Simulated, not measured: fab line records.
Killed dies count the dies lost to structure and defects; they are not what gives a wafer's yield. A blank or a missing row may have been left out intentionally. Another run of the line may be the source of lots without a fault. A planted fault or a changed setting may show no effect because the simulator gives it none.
A lot that was struck, set against a sound lot	flow n5_finfet	15 out of 1938 route steps
Sound: the wafers L320.1, L320.3, L320.6. Struck: wafer L329.5 (L329.2, L329.3, from the same lot, were not struck and are left out); the cause is given at the end.
Per side, at each step with rows, come the tool, then ch with its chambers, and then its first start. Under that, the readings that differ: sound wafers	struck wafers	difference of the means	sigmas: that difference in standard deviations of wafers without a fault.
alike: readings with means less than 2 such deviations apart, plus words and numbers identical on both sides. not compared: withheld readings, readings lacking a value on some wafer, bounds such as >300 that could conceal the same value, and numbers that have no deviation in the record and whose values overlap.
The two part at a step that has a row with sigmas, a row that says differs or no value, or rows on one side only. When numbers do not overlap yet have no deviation, they are printed without sigmas and do not part them. A reading that every wafer of one side lacks parts them only if that side has two wafers or more.

N5_SD_ACTIVATION_RS_MEAS_03: uses a four-point probe to measure.
  struck on film_metro-01, day 7 19:26; sound on film_metro-01, day 5 09:31
  alike: RS_SD_N, RS_SD_P
N5_SD_ACTIVATION_INSPECT_02: inspects for defects (darkfield).
  struck on defect_inspect-01, day 7 19:44; sound on defect_inspect-01, day 5 09:50
  alike: raw_defect_count
N5_ILD0_LINER_00: material SiNx, target thk 4 nm, pulse time 1 s, purge time 2 s.
  sound on ald_sin-04 ch 0,1,3, day 5 10:01; struck on ald_sin-03 ch 0, day 7 19:46
reading	sound	struck	difference	sigmas
heater_power_w (W)	833 824 905	680	-174	-2
  alike: precursor_pulse_height_rel
then, 2 steps without rows for these wafers: N5_ILD0_FCVD_FILL_01 (material SiO2 flowable, target thk 200 nm, time 328.3 s); N5_ILD0_CURE_02 (time 1800 s).
N5_ILD0_CMP_03: polishes, stops on SiNx, t overpolish 1.9 s, target thk 197.38 nm.
  sound on cmp-01 ch 0,2, day 5 12:25; struck on cmp-01 ch 2, day 7 22:08
reading	sound	struck	difference	sigmas
overpolish_run_s (s)	1.914 1.905 1.915	1.884	-0.027	-3
  alike: head_pressure_psi, motor_current_A, slurry_flow_ml_min, time_to_endpoint_s
N5_ILD0_THK_MEAS_04:
  struck on film_metro-02, day 7 22:26; sound on film_metro-02, day 5 12:40
  alike: thk_nm
N5_ILD0_CMP_07: polishes SiO2 flowable, stops on poly-Si, t overpolish 1.18 s, target thk 138.88 nm.
  sound on cmp-02 ch 0,2,3, day 5 12:47; struck on cmp-02 ch 2, day 7 22:30
  alike: head_pressure_psi, motor_current_A, slurry_flow_ml_min
N5_ILD0_THK_MEAS_08:
  struck on film_metro-01, day 7 22:46; sound on film_metro-02, day 5 13:00
  alike: thk_nm
then, 1 step without rows for these wafers: N5_ILD0_PRECLEAN_10 (cleans in NF3:NH3, afs cycles 5, time 20 s, sublimation time 60 s).
N5_ILD0_ALD_15: deposits SiNx, target thk 24 nm, pulse time 1 s, ald cycles 480.
  sound on ald_sin-04 ch 1,2,3, day 5 13:43; struck on ald_sin-04 ch 1, day 8 00:34
  alike: heater_power_w, precursor_pulse_height_rel
N5_ILD0_CMP_12: polishes SiNx, stops on poly-Si, t overpolish 6 s, target thk 17.67 nm.
  sound on cmp-01 ch 1,3, day 5 16:03; struck on cmp-02 ch 1, day 8 01:45
reading	sound	struck	difference	sigmas
head_pressure_psi (psi)	2.496 2.508 2.508	2.664	+0.160	+30
motor_current_A (A)	9.6 8.3 7.9	10.2	+1.6	+2
  alike: overpolish_run_s, slurry_flow_ml_min, time_to_endpoint_s
N5_ILD0_THK_MEAS_13:
  struck on film_metro-02, day 8 01:58; sound on film_metro-02, day 5 16:20
  alike: thk_nm
-- the record jumps here: 5 days lie between the struck wafers' starts before and after (it left off in module ILD0 and takes up again in module BEOL_M4, whose first step shown is number 1111 of the route) --
N5_BEOL_M4_RC_MEAS_101:
  sound on prober-01 ch 0, day 10 07:45; struck on prober-01 ch 0, day 13 03:23
reading	sound	struck	difference	sigmas
DIBL_N (mV/V)	35.1 31.0 34.4	36.7	+3.2	+2
DIBL_P (mV/V)	33.6 29.5 33.2	37.0	+4.9	+3
IOFF_N (nA/um)	0.121 0.074 0.104	0.159	+0.059	+2
IOFF_P (nA/um)	0.18 0.13 0.17	0.23	+0.07	+2
  alike: ION_N, ION_P, SS_N, SS_P, VT_N, VT_P
-- record jumps: 4 days separate the struck wafers' starts on either side; left off in module BEOL_M4, taken up again in module PASSIVATION, whose first shown step is the route's number 1936 --
N5_PASSIVATION_PROBE_49:
  struck on prober-01, day 17 12:25; sound on prober-01, day 14 22:13
reading	sound	struck	difference	sigmas
killed_at_other	4 0 2	10	+8	+2
  alike: defect_limited_yield, killed_at_M0_to_M3, killed_at_M4_up, killed_at_contacts, killed_at_front_end, killed_dies, killed_open, killed_short, sort_bin_5_function, sort_bin_6_memory, sort_bin_8_speed, sort_n_pass, sort_yield_pct

WHERE THEY PART
First at N5_ILD0_LINER_00; last, within this record, at N5_PASSIVATION_PROBE_49.

WHY: what the simulator had put in
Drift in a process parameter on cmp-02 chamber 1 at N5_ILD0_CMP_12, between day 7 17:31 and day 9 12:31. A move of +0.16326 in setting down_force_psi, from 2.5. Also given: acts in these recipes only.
